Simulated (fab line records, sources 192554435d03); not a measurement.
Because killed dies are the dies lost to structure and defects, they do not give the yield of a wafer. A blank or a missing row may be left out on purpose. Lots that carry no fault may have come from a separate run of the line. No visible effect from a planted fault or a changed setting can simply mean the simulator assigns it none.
A lot that was struck, set against a sound lot / flow n5-finfet / 41 out of 1938 route steps
Sound: these wafers, L397.3, L397.4, L397.6. Struck: wafers L389.2, L389.5. (L389.4 of the same lot was not struck and is left out.) The cause comes at the end.
Order at every step that has rows: each side's tool, ch and its chambers, its first start. Under that, the readings that differ: sound wafers / struck wafers / difference of the means / sigmas: that difference in standard deviations of wafers without a fault.
alike: words and numbers the same on both sides, and readings whose means are apart by under 2 such deviations; not compared: readings that were withheld, readings missing a value for some wafer, numbers with overlapping values and no deviation given by the record, and bounds like >300 which may hide the same value.
A row with sigmas, a row that says differs or no value, or rows on one side alone: a step with any of these is where the two part. Numbers that have no deviation but don't overlap get no sigmas and don't part them. Lack of a reading on every wafer of one side parts them only where that side has two or more wafers.

first, 9 steps without rows for these wafers: N5_BEOL_M4_ANNEAL_95 (time 240 s); N5_BEOL_M4_SPUTTER_96 (material Cu, target thk 4.5 nm, time 8.29 s); N5_BEOL_M4_ECD_50 (material Cu, target thk 300 nm); N5_BEOL_M4_ANNEAL_51 (time 90 s); N5_BEOL_M4_CMP_52 (polishes, stops on SiOC, t overpolish 6.8 s, target thk 40 nm); N5_BEOL_M4_PRE_CLEAN_60 (time 15 s); N5_BEOL_M4_CO_CAP_55 (material Co, precursor CCTBA/H2, target thk 2 nm, time 102.1 s); N5_BEOL_M4_PRE_CLEAN_56 (time 15 s); N5_BEOL_M4_DEP_57 (deposits SiCN from 3MS/NH3, target thk 8 nm, time 14 s).
N5_BEOL_M4_RC_MEAS_101:
  sound on prober-02 ch 0, day 14 02:08; struck on prober-02 ch 0, day 11 19:14
reading=DIBL_P (mV/V); sound=38.1 37.7 34.0; struck=41.3 42.5; difference=+5.3; sigmas=+3
  alike: DIBL_N, IOFF_N, IOFF_P, ION_N, ION_P, SS_N, SS_P, VT_N, VT_P
then, 24 steps without rows for these wafers: N5_BEOL_M5_ILD_DEP_00 (deposits SiCOH lowk from DEMS/porogen, target thk 140.64 nm, time 25.9 s); N5_BEOL_M5_CURE_79 (cures SiCOH lowk, time 240 s); N5_BEOL_M5_PECVD_70 (deposits SiO2 from TEOS/O2, target thk 16 nm, time 18 s); N5_BEOL_M5_HM_DEP_02 (deposits TiN, target thk 20 nm); N5_BEOL_M5_COAT_59 (time 60 s, resist thk 60 nm); N5_BEOL_M5_COAT_60 (time 60 s, resist thk 12 nm); N5_BEOL_M5_COAT_71 (time 60 s, resist thk 5 nm); N5_BEOL_M5_COAT_05 (resist thk 30 nm); N5_BEOL_M5_EBR_07; N5_BEOL_M5_SOFTBAKE_06 (time 60 s); N5_BEOL_M5_EXPOSE_08 (exposes mask M5, target cd 28 nm); N5_BEOL_M5_PEB_09 (peb time 60 s); N5_BEOL_M5_DEVELOP_10 (develop time 30 s); N5_BEOL_M5_DESCUM_16 (chemistry O2, time 7 s); N5_BEOL_M5_ETCH_72 (etches underlayer in N2/H2, target depth 6.5 nm, time 5.2 s); N5_BEOL_M5_ETCH_61 (etches SiARC in CF4, target depth 15.6 nm, time 26 s); N5_BEOL_M5_ETCH_62 (etches SOC in N2/H2, target depth 75 nm, overetch 15 nm, time 112.5 s); N5_BEOL_M5_STRIP_63 (strips in N2/H2); N5_BEOL_M5_STRIP_73 (strips in N2/H2); N5_BEOL_M5_STRIP_64 (strips in CF4); N5_BEOL_M5_HM_OPEN_17 (chemistry Cl2/BCl3, target TiN, target depth 20 nm, overetch 6 nm); N5_BEOL_M5_STRIP_19 (strips in O2); N5_BEOL_M5_COAT_65 (time 60 s, resist thk 60 nm); N5_BEOL_M5_COAT_66 (time 60 s, resist thk 12 nm).
N5_BEOL_M8_TRENCH_ETCH_37: etches SiCOH lowk in C4F6/O2, target depth 93.478 nm, time 31.2 s.
  sound on rie-diel-01 ch 1,2, day 15 18:37; struck on rie-diel-03 ch 0, day 13 06:49
reading=run-length-s (s); sound=54.8 55.4 54.8; struck=70.6 71.2; difference=+15.9; sigmas=+31
reading=model.BEOL_M8.feature-depth-nm (nm); sound=94 92.2 92.8; struck=141.6 141.6; difference=+48.6; sigmas=
reading=model.etch.depth-nm (nm); sound=93.9 92.21 92.72; struck=141.6 141.6; difference=+48.7; sigmas=
reading=model.TiN_of_BEOL_M8_HM_DEP_02.thk-nm (nm); sound=17.6 17.6 17.4; struck=16 16; difference=-2; sigmas=
  alike: O2_flow_sccm, chamber-pressure-mTorr, drypump-motor-current-A, oes-product-au, rf-vpp-V, showerhead-plenum-p-Torr, throttle-valve-pct
  not compared: rf-hours-counter-h
N5_BEOL_M8_OCD_MEAS_38:
  sound: ocd-02 at day 15 18:46; struck: ocd-02 at day 13 06:58
reading=trench-depth-nm (nm); sound=94.0 92.5 93.2; struck=141.6 141.3; difference=+48.2; sigmas=+27
N5_BEOL_M8_CMP_52: polishes, stops on SiCOH lowk, t overpolish 6.9 s, target thk 80 nm.
  sound on cmp-03 ch 0,2,3, day 15 21:24; struck on cmp-03 ch 0,1, day 13 09:38
reading=model.Cu_of_BEOL_M8_ECD_50.thk-nm (nm); sound=81 78.4 78.4; struck=130 130.6; difference=+51; sigmas=
  alike: motor-current-A, retaining-ring-pressure-frac
N5_BEOL_M8_THK_MEAS_53: measures by xrf.
  sound: film-metro-02 at day 15 21:39; struck: film-metro-02 at day 13 09:53
reading=M8_THK (nm); sound=82.5 80.1 79.9; struck=131.8 132.2; difference=+51.2; sigmas=+21
N5_BEOL_M8_RS_MEAS_57: uses a four-point probe to measure.
  sound: film-metro-02 at day 15 21:47; struck: film-metro-02 at day 13 10:02
reading=M8_RS (ohm/sq); sound=0.282 0.294 0.294; struck=0.165 0.164; difference=-0.125; sigmas=-14
N5_BEOL_M15_RC_MEAS_101:
  sound on prober-01 ch 0, day 18 03:20; struck on prober-02 ch 0, day 15 06:31
reading=COMB_M10 (S/m); sound=1.2e-11 1.21e-11 1.7e-11; struck=2.13e-11 1.95e-11; difference=+6.70e-12; sigmas=+2
reading=COMB_M15 (S/m); sound=3.7e-12 3.9e-12 4e-12; struck=1.5e-12 2.1e-12; difference=-2.1e-12; sigmas=-3
reading=SERP_M8 (ohm/um); sound=13.2 14.0 14.1; struck=7.9 7.7; difference=-6.0; sigmas=-11
reading=SERP_M8_max_site (ohm/um); sound=13.7 14.4 14.7; struck=8.4 7.8; difference=-6.2; sigmas=-11
  alike: COMB_M11, COMB_M12, COMB_M13, COMB_M14, COMB_M5, COMB_M6, COMB_M7, COMB_M9, COMB_M9_max_site, SERP_M10, SERP_M10_max_site, SERP_M11, SERP_M12, SERP_M13, SERP_M14, SERP_M5, SERP_M6, SERP_M7, SERP_M9
N5_PASSIVATION_PROBE_49:
  sound: prober-02 at day 18 20:52; struck: prober-02 at day 16 00:32
reading=defect-limited-yield (%); sound=93.9 93.0 92.8; struck=80.9 86.9; difference=-9.3; sigmas=-6
reading=killed_at_M4_up; sound=10 8 11; struck=112 60; difference=+76; sigmas=+14
reading=killed-dies; sound=72 83 85; struck=225 155; difference=+110; sigmas=+6
reading=sort_bin_4_leakage (%); sound=0 0 0; struck=0 0.08; difference=+0; sigmas=+4
reading=sort_bin_5_function (%); sound=3.7 3.9 4.2; struck=6.8 5.5; difference=+2.2; sigmas=+2
reading=sort-n-pass; sound=1108 1097 1095; struck=955 1024; difference=-110; sigmas=-6
reading=sort-yield-pct (%); sound=93.9 93.0 92.8; struck=80.9 86.8; difference=-9.4; sigmas=-6
  alike: killed_at_M0_to_M3, killed-at-contacts, killed-at-front-end, killed-at-other, killed-open, killed-short, sort_bin_6_memory

WHERE THEY PART
Last at N5_PASSIVATION_PROBE_49 as far as this record goes, first at N5_BEOL_M4_RC_MEAS_101.

WHY: whatever the simulator had introduced
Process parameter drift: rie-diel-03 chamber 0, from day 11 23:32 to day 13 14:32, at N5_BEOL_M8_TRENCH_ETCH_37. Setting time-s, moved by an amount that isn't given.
